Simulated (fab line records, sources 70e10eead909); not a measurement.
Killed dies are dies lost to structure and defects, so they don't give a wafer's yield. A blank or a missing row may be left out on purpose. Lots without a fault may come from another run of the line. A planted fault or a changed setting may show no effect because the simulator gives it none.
fab line records | flow nand_harc
record lots=5 wafers=15 last_day=33
route steps=1302 shown P_GATE@155 END@1302
lots that met no fault: from a run of the same line without faults
start_h: hours from the record's first day to the start of the lot's first wafer shown | wait_h: hours since the lot's step before | " the same as in the row above | L1.1+2: a row that stands for several wafers | - no value, or no start given | * or withheld: withheld | < > ~ a bound
route shown NAME@n: a module of which the file shows steps, and the number in the route of the first | usual: mean/standard deviation of fault-free wafers | same: alike in all rows | chamber/n: place in a boat | sites: the reading at each site | _std_site: their standard deviation | _edge_site: outer sites' mean less inner sites' | radius_mm: how far each site lies from the wafer's centre | mask NAME#n: copy n | behind: the tool/chamber that last shaped the wafer | hold: why the lot was held/for how many hours/how that ended | device: the transistor (n, p or np) that didn't switch | end of line: the same wafers' tests at the end of the route | a step without rows: its recipe alone | killed: dies lost to structure and defects at the first sort, not the wafer's yield | map: a wafer's dies, x killed, . not, _ none there
set.NAME: the setting as run; set.NAME@STEP: as run at that earlier step | model.NAME: the simulator's own value behind a step, which no gauge read
lots at some steps of the route; a table a step, a row a wafer
services: from which hour (start_h, from the record's first day; less than 0 if before it) a tool's chamber was out of use, for how many hours, and why
## steps
# step NHARC_P_GATE_ALD_36
# recipe target_thk_a=200 pulse_time_s=60 ald_cycles=223 temp_c=400 material=SiNx
# usual heater_power_w=792/75 precursor_pulse_height_rel=1.001/0.02
# columns lot.wafer tool chamber start_h wait_h heater_power_w precursor_pulse_height_rel
L655.1 ald_sin-01 2 112.57 - 787 1.008
L655.2 " 3 113.62 - 828 0.991
L655.5 " 1 115.72 - 842 0.963
L660.3 ald_sin-04 1 159.57 - 817 0.987
L660.6 " 3 160.98 - 832 1.031
L660.5 " 1 163.78 - 808 1.027
L668.4 ald_sin-04 1 249.91 - 823 0.981
L668.6 " 0 252.00 - 708 1.040
L668.5 " 1 254.10 - 836 1.003
L669.1 ald_sin-03 3 252.64 - 924 1.009
L669.2 " 0 253.68 - 825 1.013
L669.4 " 1 254.72 - 643 1.004
L675.2 ald_sin-04 0 315.88 - 671 0.991
L675.3 " 1 316.94 - 810 1.009
L675.1 " 3 319.07 - 810 1.013
# step NHARC_P_GATE_ETCHBACK_37
# recipe target_depth_a=345 time_s=17.2 chf3_flow_sccm=50 o2_flow_sccm=10 ar_flow_sccm=200 rf_w=500 bias_w=200 chemistry=CHF3/O2
# usual bias_w=200.0/0.59 chamber_pressure_mTorr=24.995/0.024 drypump_motor_current_A=5.8/0.32 oes_product_au=0.934/0.023 rf_vpp_V=369.3/1.8 showerhead_plenum_p_Torr=2.34/0.075 throttle_valve_pct=20.572/0.0096
# same time_s=17.2
# columns lot.wafer tool chamber start_h wait_h bias_w chamber_pressure_mTorr drypump_motor_current_A oes_product_au rf_hours_counter_h rf_vpp_V showerhead_plenum_p_Torr throttle_valve_pct
L655.1 rie_diel-02 0 - - 201.4 24.998 5.6 0.917 2.9 369.5 2.32 20.557
L655.2 " 3 " " 199.6 24.981 6.0 0.933 3.7 368.1 2.32 20.574
L655.5 " 1 " " 200.5 25.023 6.0 0.925 - 367.9 2.27 20.581
L660.3 rie_diel-02 2 - - 199.5 24.964 6.0 0.908 6.7 367.2 2.27 20.572
L660.5 " 0 " " 200.8 24.980 5.6 0.919 - 369.0 2.32 20.564
L660.6 " 1 " " 200.0 24.979 6.0 0.929 - 367.6 2.27 20.575
L668.4 rie_diel-02 3 - - 200.0 24.971 5.9 0.908 2.3 368.8 2.31 20.584
L668.5 " 2 " " 200.3 24.990 6.1 0.921 - 367.7 2.27 20.572
L668.6 " 3 " " 200.1 25.003 6.0 0.922 - 370.2 2.31 20.565
L669.1 rie_diel-02 0 - - 199.4 24.984 5.6 0.968 1.0 369.2 2.32 20.595
L669.4 " 1 " " 199.8 24.972 6.0 0.996 1.9 369.0 2.27 20.576
L669.2 " 2 " " 199.7 24.953 6.1 0.998 2.3 367.9 2.27 20.577
L675.3 rie_diel-02 2 - - 199.5 25.020 6.1 0.928 6.0 367.6 2.27 20.566
L675.1 " 3 " " 199.5 24.999 6.0 0.918 6.2 368.4 2.31 20.565
L675.2 " 0 " " 200.7 25.021 5.6 0.914 4.4 368.6 2.32 20.571
# step NHARC_P_GATE_STRIP_101
# recipe time_s=20 o2_flow_sccm=500 ar_flow_sccm=0 bias_w=0 chemistry=O2
# usual chamber_pressure_mTorr=60.01/0.058 drypump_motor_current_A=5.8/0.31 oes_product_au=1.000/0.011 rf_vpp_V=57.5/0.78 showerhead_plenum_p_Torr=3.44/0.1 throttle_valve_pct=17.036/0.0084
# same bias_w=0 time_s=20
# columns lot.wafer tool chamber start_h wait_h chamber_pressure_mTorr drypump_motor_current_A oes_product_au rf_hours_counter_h rf_vpp_V showerhead_plenum_p_Torr throttle_valve_pct
L655.2 rie_diel-02 3 120.03 0.1 60.00 6.0 0.999 3.7 58.5 3.41 17.047
L655.1 " 0 " " 59.99 5.6 0.987 2.9 58.3 3.42 17.039
L655.5 " 3 " " 59.99 5.9 1.001 - 58.4 3.41 17.039
L660.3 rie_diel-02 2 168.46 0.1 60.04 6.1 0.991 6.7 56.2 3.35 17.036
L660.5 " 3 " " 60.03 6.0 1.000 - 57.1 3.40 17.047
L660.6 " 0 " " 59.91 5.6 0.993 - 56.4 3.42 17.031
L668.4 rie_diel-02 2 259.47 0.1 59.93 6.1 1.010 2.3 58.3 3.34 17.030
L668.5 " 3 " " 60.02 5.9 0.993 - 58.3 3.40 17.032
L668.6 " 0 " " 60.08 5.7 0.985 - 57.4 3.42 17.044
L669.1 rie_diel-02 3 262.16 0.1 60.08 6.0 0.984 2.3 56.9 3.40 17.031
L669.2 " 0 " " 60.02 5.6 0.981 1.0 58.1 3.42 17.034
L669.4 " 2 " " 59.94 6.1 0.994 2.3 56.9 3.34 17.037
L675.1 rie_diel-02 1 325.54 0.1 60.01 6.0 1.008 5.0 56.5 3.34 17.033
L675.2 " 2 " " 60.01 6.0 0.994 6.0 57.9 3.34 17.050
L675.3 " 3 " " 59.95 6.0 0.989 6.3 56.9 3.40 17.048
# step NHARC_P_GATE_PRECLEAN_97
# recipe time_s=600 temp_c=120 chemistry=SPM
# step NHARC_P_GATE_SRD_98
# step NHARC_P_GATE_PRECLEAN_99
# recipe time_s=* temp_c=50 bath_age_min=0 chemistry=SC1
# step NHARC_P_GATE_SRD_100
# step NHARC_P_GATE_DEHYDRATE_38
# recipe temp_c=150 time_s=120
# step NHARC_P_GATE_HMDS_39
# recipe time_s=30
# step NHARC_P_GATE_COAT_40
# recipe spin_rpm=3000
# step NHARC_P_GATE_SOFTBAKE_41
# recipe temp_c=122 time_s=95
# step NHARC_P_GATE_EBR_42
# step NHARC_P_GATE_EXPOSE_43
# recipe na=0.6 target_cd_nm=720 dose_mj=14.81 mask_id=P_NSD
# columns lot.wafer tool chamber start_h wait_h mask
L655.1+2+5 krf_scanner-04 0 120.69 - P_NSD#0
L660.3+5+6 krf_scanner-03 0 169.10 - P_PSD#0
L668.4+5+6 krf_scanner-03 0 260.12 - P_NSD#0
L669.1+2+4 krf_scanner-04 0 262.92 - P_NSD#0
L675.1+2+3 krf_scanner-02 0 326.18 - P_NSD#0
# step NHARC_P_GATE_PEB_44
# recipe peb_temp_c=118 peb_time_s=85
# step NHARC_P_GATE_DEVELOP_45
# recipe time_s=70
# step NHARC_P_GATE_CD_MEAS_46
# recipe target_cd_nm=720 landing_energy_ev=500
# usual cd_nm=720.5/1.9
# same landing_energy_ev=500
# columns lot.wafer tool chamber start_h wait_h cd_nm
L655.1 cd_sem-03 0 120.85 - 721.8
L655.2 " 0 " " 724.1
L655.5 " 0 " " 722.1
L660.3 cd_sem-02 0 169.26 - -
L660.5 " 0 " " -
L660.6 " 0 " " -
L668.4 cd_sem-03 0 260.27 - 718.4
L668.5 " 0 " " 719.0
L668.6 " 0 " " 717.6
L669.1 cd_sem-03 0 263.08 - 722.8
L669.2 " 0 " " 722.2
L669.4 " 0 " " 722.9
L675.1 cd_sem-01 0 326.33 - 722.9
L675.2 " 0 " " 721.2
L675.3 " 0 " " 720.2
# step NHARC_P_GATE_HARDBAKE_47
# recipe temp_c=125 time_s=80
# step NHARC_END_SORT_01
# recipe temp_c=25
# usual killed_at_array=52/18 killed_at_other=1.2/1.5 killed_at_periphery=4/3.2 killed_dies=57/17 killed_open=3.1/1.9 killed_short=2.5/1.7
# same gross_dies=677
# columns lot.wafer tool chamber start_h wait_h killed_at_array killed_at_other killed_at_periphery killed_dies killed_open killed_short
L660.3 prober-01 0 648.98 3.1 88 1 588 677 1 4
L660.5 prober-01 0 650.61 3.8 74 0 603 677 1 3
L660.6 prober-01 0 651.43 4.1 62 2 613 677 2 2
L668.4 prober-01 0 705.50 3.4 57 0 1 58 4 1
L668.5 prober-01 0 706.29 3.7 60 0 2 62 3 1
L668.6 prober-01 0 707.08 4.0 55 0 0 55 2 1
L669.4 prober-02 0 709.57 3.4 39 1 6 46 3 1
# killed by level:class
L660.3 P_GATE:area_expose=588 A_CHANNEL_HOLE_D1:chamber_film_flake=34 A_SLIT:chamber_film_flake=34 A_CHANNEL_HOLE_D2:chamber_film_flake=7 A_CONTACT:chamber_film_flake=4 A_STAIRCASE:chamber_film_flake=2 A_CHANNEL_FILL_D1:geometric_particle:short=1 A_CHANNEL_FILL_D1:geometric_particle:open=1
L660.5 P_GATE:area_expose=603 A_SLIT:chamber_film_flake=29 A_CHANNEL_HOLE_D1:chamber_film_flake=26 A_CHANNEL_HOLE_D2:chamber_film_flake=9 A_STAIRCASE:chamber_film_flake=3 A_CONTACT:chamber_film_flake=2 A_CHANNEL_HOLE_D1:geometric_particle:open=1 A_CHANNEL_HOLE_D1:geometric_particle:short=1
L660.6 P_GATE:area_expose=613 A_CHANNEL_HOLE_D1:chamber_film_flake=20 A_SLIT:chamber_film_flake=18 A_CHANNEL_HOLE_D2:chamber_film_flake=10 A_STAIRCASE:chamber_film_flake=4 A_WL_FILL:chamber_film_flake=3 A_CONTACT:chamber_film_flake=2 THIN_TSV:chamber_film_flake=2
L668.4 A_SLIT:chamber_film_flake=27 A_CHANNEL_HOLE_D1:chamber_film_flake=16 A_WL_FILL:chamber_film_flake=4 A_CHANNEL_FILL_D2:chamber_film_flake=4 A_M0:geometric_particle:open=2 A_CONTACT:chamber_film_flake=2 P_GATE:geometric_particle:short=1 A_ONON_D1:geometric_particle:open=1
L668.5 A_SLIT:chamber_film_flake=28 A_CHANNEL_HOLE_D1:chamber_film_flake=26 A_CHANNEL_FILL_D2:chamber_film_flake=2 P_GATE:geometric_particle:open=1 P_M0:geometric_particle:short=1 A_CHANNEL_HOLE_D2:geometric_particle:open=1 A_M0:geometric_particle:open=1 A_DECK1_JOINT:chamber_film_flake=1
L668.6 A_SLIT:chamber_film_flake=31 A_CHANNEL_HOLE_D1:chamber_film_flake=16 A_WL_FILL:chamber_film_flake=3 A_ONON_D1:geometric_particle:short=1 A_CONTACT:geometric_particle:open=1 A_BLC:geometric_particle:open=1 A_CHANNEL_FILL_D2:chamber_film_flake=1 A_STAIRCASE:chamber_film_flake=1
L669.4 A_CHANNEL_HOLE_D2:chamber_film_flake=20 A_CHANNEL_HOLE_D1:chamber_film_flake=8 A_SLIT:chamber_film_flake=5 P_STI:chamber_film_flake=2 P_GATE:geometric_particle:open=1 A_CHANNEL_HOLE_D2:geometric_particle:short=1 A_SGD_CUT:geometric_particle:open=1 A_M1:geometric_particle:open=1
# map L660.3 (x killed, . not)
____________x____________
_________xxxxxxx_________
_______xxxxxxxxxxx_______
______xxxxxxxxxxxxx______
_____xxxxxxxxxxxxxxx_____
____xxxxxxxxxxxxxxxxx____
____xxxxxxxxxxxxxxxxx____
___xxxxxxxxxxxxxxxxxxx___
___xxxxxxxxxxxxxxxxxxx___
__xxxxxxxxxxxxxxxxxxxxx__
__xxxxxxxxxxxxxxxxxxxxx__
_xxxxxxxxxxxxxxxxxxxxxxx_
_xxxxxxxxxxxxxxxxxxxxxxx_
_xxxxxxxxxxxxxxxxxxxxxxx_
_xxxxxxxxxxxxxxxxxxxxxxx_
_xxxxxxxxxxxxxxxxxxxxxxx_
xxxxxxxxxxxxxxxxxxxxxxxxx
xxxxxxxxxxxxxxxxxxxxxxxxx
xxxxxxxxxxxxxxxxxxxxxxxxx
xxxxxxxxxxxxxxxxxxxxxxxxx
xxxxxxxxxxxxxxxxxxxxxxxxx
_xxxxxxxxxxxxxxxxxxxxxxx_
_xxxxxxxxxxxxxxxxxxxxxxx_
_xxxxxxxxxxxxxxxxxxxxxxx_
_xxxxxxxxxxxxxxxxxxxxxxx_
_xxxxxxxxxxxxxxxxxxxxxxx_
__xxxxxxxxxxxxxxxxxxxxx__
__xxxxxxxxxxxxxxxxxxxxx__
___xxxxxxxxxxxxxxxxxxx___
___xxxxxxxxxxxxxxxxxxx___
____xxxxxxxxxxxxxxxxx____
____xxxxxxxxxxxxxxxxx____
_____xxxxxxxxxxxxxxx_____
______xxxxxxxxxxxxx______
_______xxxxxxxxxxx_______
_________xxxxxxx_________
____________x____________
# map L668.5 (x killed, . not)
____________.____________
_________......._________
_______..........._______
______.............______
_____..............._____
____.................____
____.................____
___...................___
___..............xxx..___
__.............x.....xx__
__................xxxxx__
_..................xxxx._
_..................xxxx._
_.................xxxxxx_
_..x..........x....x.x.._
_......................._
......................x..
.........................
............x.........x..
.........................
.........................
_......................._
_......................._
_......................._
_......................._
_...................x..._
__.....................__
__.....................__
___.........x.........___
___..........xxx......___
____......x...x......____
____.......xxxxxx....____
_____.....x.xxx....._____
______....x..xxxx..______
_______.....xxxx.._______
_________...xxx._________
____________x____________
## services
# columns tool chamber start_h hours kind
krf_scanner-02 - 94.00 4.0 pm
ald_sin-04 2 120.91 85.2 repair
krf_scanner-03 - 136.21 1.5 repair
krf_scanner-04 - 158.97 0.7 repair
ald_sin-04 1 169.61 11.9 repair
ald_sin-03 - 170.00 10.0 pm
krf_scanner-04 - 177.57 0.6 repair
krf_scanner-04 - 182.00 4.0 pm
rie_diel-02 1 199.48 5.8 repair
krf_scanner-02 - 208.94 0.8 repair
ald_sin-01 - 212.59 10.0 pm
rie_diel-02 - 216.70 9.0 pm
krf_scanner-03 - 224.00 4.0 pm
rie_diel-02 1 236.01 5.9 repair
ald_sin-04 3 237.46 7.3 repair
ald_sin-04 - 238.47 0.6 repair
krf_scanner-04 - 243.14 1.5 repair
ald_sin-04 2 243.26 7.2 repair
rie_diel-02 0 246.96 6.5 repair
ald_sin-04 - 263.53 10.0 pm
krf_scanner-02 - 266.00 4.0 pm
krf_scanner-02 - 272.04 1.9 repair
krf_scanner-02 - 279.61 1.4 repair
krf_scanner-02 - 288.34 0.2 repair
## key
first_sign step=NHARC_P_GATE_EXPOSE_43 reading=mask direction=changed
effect step=NHARC_P_GATE_CD_MEAS_46 reading=cd_nm direction=missing
effect step=NHARC_END_SORT_01 reading=killed_at_periphery direction=up sigmas=99+ usual=4 struck=601
more_kills_born_at NHARC_P_GATE_EXPOSE_43@krf_scanner-03=1804
met_at NHARC_P_GATE_EXPOSE_43
struck_wafers L660.3,L660.5,L660.6
later_rows_left_out L660.3,L660.5,L660.6
tester_left_out L660
fault kind=wrong_mask tool=any chamber=- onset_h=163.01 steps=NHARC_P_GATE_EXPOSE_43 aux_copy=P_PSD#0 scope=struck_lots_only
# tester_left_out: of these lots the tester's yield and bins aren't shown, on N5 and GAA mostly nor the transistor test; their killed dies are dies lost to structure and defects alone, not to doping, threshold or leakage, so they don't give the yield
# later_rows_left_out: the simulator's readings of these wafers behind a module that went badly wrong aren't trusted and aren't shown, but for the sort
